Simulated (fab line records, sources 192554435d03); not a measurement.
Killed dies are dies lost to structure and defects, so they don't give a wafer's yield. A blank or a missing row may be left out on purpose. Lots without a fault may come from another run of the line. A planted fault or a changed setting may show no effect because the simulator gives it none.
Split-lot experiment | flow n5_finfet | 7 lots, 39 wafers read, on a route of 1938 steps

THE SPLIT
At N5_PASSIVATION_PASS_ETCH_74 (etches SiNx in CF4/O2, target depth 220 nm, time 110 s), the setting target_depth_a was moved away from the recipe's 2200 angstrom on 15 of the 39 wafers read, by -50.6% to +37.1%. The other wafers ran this setting at the recipe's value.

FROM THE SPLIT TO THE READING: what the file shows between them, 2 steps
- N5_PASSIVATION_VIA_ETCH_13: etches SiO2 in CHF3/O2, target depth 660 nm, time 330 s
- N5_PASSIVATION_STRIP_14: strips in O2

THE READING
TV_OPEN.cd_offset_nm (the simulator's own value, which no gauge read), in nm, at N5_PASSIVATION_ETCH_15 (etches SiCN in CF4/N2, target depth 75 nm, time 81.2 s). The file gives no usual value for it. The 24 wafers here that ran the recipe average 1.9 nm, standard deviation 0.57 nm.

wafer  | tool, chamber at the split | target_depth_a as run, angstrom | against the recipe | TV_OPEN.cd_offset_nm, nm | against lot-mates on the recipe
L077.1 | rie_diel-02, 0             | 2200                            | recipe             | 2.6                      | -
L077.2 | rie_diel-02, 3             | 2200                            | recipe             | 0.2                      | -
L077.3 | rie_diel-02, 1             | 1542                            | -29.9%             | 3.2                      | +1.5
L077.4 | rie_diel-02, 2             | 2200                            | recipe             | 2.4                      | -
L077.5 | rie_diel-02, 2             | 1542                            | -29.9%             | 4.6                      | +2.9
L077.6 | rie_diel-02, 3             | 1542                            | -29.9%             | 3                        | +1.3
L087.1 | rie_diel-03, 0             | 2200                            | recipe             | 1.6                      | -
L087.5 | rie_diel-03, 2             | 2200                            | recipe             | 1.6                      | -
L087.2 | rie_diel-03, 2             | 1580                            | -28.2%             | 4.6                      | +2.9
L087.6 | rie_diel-03, 0             | 1580                            | -28.2%             | 4.6                      | +2.9
L087.3 | rie_diel-03, 3             | 1580                            | -28.2%             | 4.4                      | +2.7
L087.4 | rie_diel-03, 3             | 2200                            | recipe             | 1.8                      | -
L089.1 | rie_diel-02, 2             | 2200                            | recipe             | 2                        | -
L089.3 | rie_diel-02, 0             | 2200                            | recipe             | 2                        | -
L089.2 | rie_diel-02, 3             | 2200                            | recipe             | 1.2                      | -
L089.4 | rie_diel-02, 3             | 2200                            | recipe             | 1                        | -
L089.5 | rie_diel-02, 2             | 2200                            | recipe             | 2.2                      | -
L089.6 | rie_diel-02, 0             | 2200                            | recipe             | 1.8                      | -
L090.3 | rie_diel-02, 0             | 2200                            | recipe             | 2.4                      | -
L090.4 | rie_diel-02, 2             | 2200                            | recipe             | 2.4                      | -
L090.5 | rie_diel-02, 0             | 2200                            | recipe             | 2.8                      | -
L091.1 | rie_diel-02, 3             | 1087                            | -50.6%             | 6.6                      | +4.6
L091.2 | rie_diel-02, 2             | 1087                            | -50.6%             | 7.2                      | +5.2
L091.3 | rie_diel-02, 0             | 1087                            | -50.6%             | 7                        | +5.0
L091.4 | rie_diel-02, 0             | 2200                            | recipe             | 2.2                      | -
L091.5 | rie_diel-02, 2             | 2200                            | recipe             | 2.4                      | -
L091.6 | rie_diel-02, 3             | 2200                            | recipe             | 1.4                      | -
L097.1 | rie_diel-04, 0             | 3016                            | +37.1%             | -1.2                     | -3.1
L097.4 | rie_diel-04, 1             | 3016                            | +37.1%             | -1.2                     | -3.1
L097.2 | rie_diel-04, 2             | 2200                            | recipe             | 1.8                      | -
L097.6 | rie_diel-04, 2             | 2200                            | recipe             | 1.8                      | -
L097.3 | rie_diel-04, 3             | 2200                            | recipe             | 2.2                      | -
L097.5 | rie_diel-04, 1             | 3016                            | +37.1%             | -1.4                     | -3.3
L096.1 | rie_diel-04, 0             | 1147                            | -47.9%             | 6.4                      | +4.3
L096.2 | rie_diel-04, 2             | 1147                            | -47.9%             | 6.8                      | +4.7
L096.3 | rie_diel-04, 1             | 2200                            | recipe             | 2.6                      | -
L096.4 | rie_diel-04, 3             | 2200                            | recipe             | 2                        | -
L096.5 | rie_diel-04, 2             | 1147                            | -47.9%             | 6.2                      | +4.1
L096.6 | rie_diel-04, 3             | 2200                            | recipe             | 1.6                      | -

THE FIT
A straight line over all 39 wafers: TV_OPEN.cd_offset_nm changes by -0.0903 nm for each +1% of target_depth_a; r = -0.96; the points scatter about the line by 0.61 nm.
The same after taking each lot's own level away (the mean of its wafers on the recipe; 39 wafers): -0.0903 nm for each +1%; r = -0.97; scatter 0.54 nm.
On that fit, the largest move of target_depth_a shifts the reading by 4.6 nm.
The lots' own levels span 1.67 to 2.53 nm, that is 1.5 times the standard deviation above.
So the lot-to-lot level changes the slope little: the two slopes agree.
Check: with one of the wafers moved furthest among these (-50.6%) left out of the fit, the line predicts +4.57 nm for it against its lot-mates. It came out at +4.6 nm against them.

THE WHOLE CHAIN: every reading that the file lists as answering this split, in the file's order
step                        | what it does                                            | reading                                                               | change (the file's fit)                | r (the file's)
N5_PASSIVATION_PASS_ETCH_74 | etches SiNx in CF4/O2, target depth 220 nm, time 110 s  | etch.depth_nm (the simulator's own value, which no gauge read)        | +2.17 nm for each +1% of the setting   | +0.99
N5_PASSIVATION_PASS_ETCH_74 | etches SiNx in CF4/O2, target depth 220 nm, time 110 s  | TV_OPEN.cd_offset_nm (the simulator's own value, which no gauge read) | -0.0994 nm for each +1% of the setting | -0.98
N5_PASSIVATION_VIA_ETCH_13  | etches SiO2 in CHF3/O2, target depth 660 nm, time 330 s | TV_OPEN.cd_offset_nm (the simulator's own value, which no gauge read) | -0.0919 nm for each +1% of the setting | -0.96
N5_PASSIVATION_ETCH_15      | etches SiCN in CF4/N2, target depth 75 nm, time 81.2 s  | TV_OPEN.cd_offset_nm (the simulator's own value, which no gauge read) | -0.0904 nm for each +1% of the setting | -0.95

THE FILE'S OWN FIT
TV_OPEN.cd_offset_nm changes by -0.0904 nm for each +1% of target_depth_a, r = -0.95.
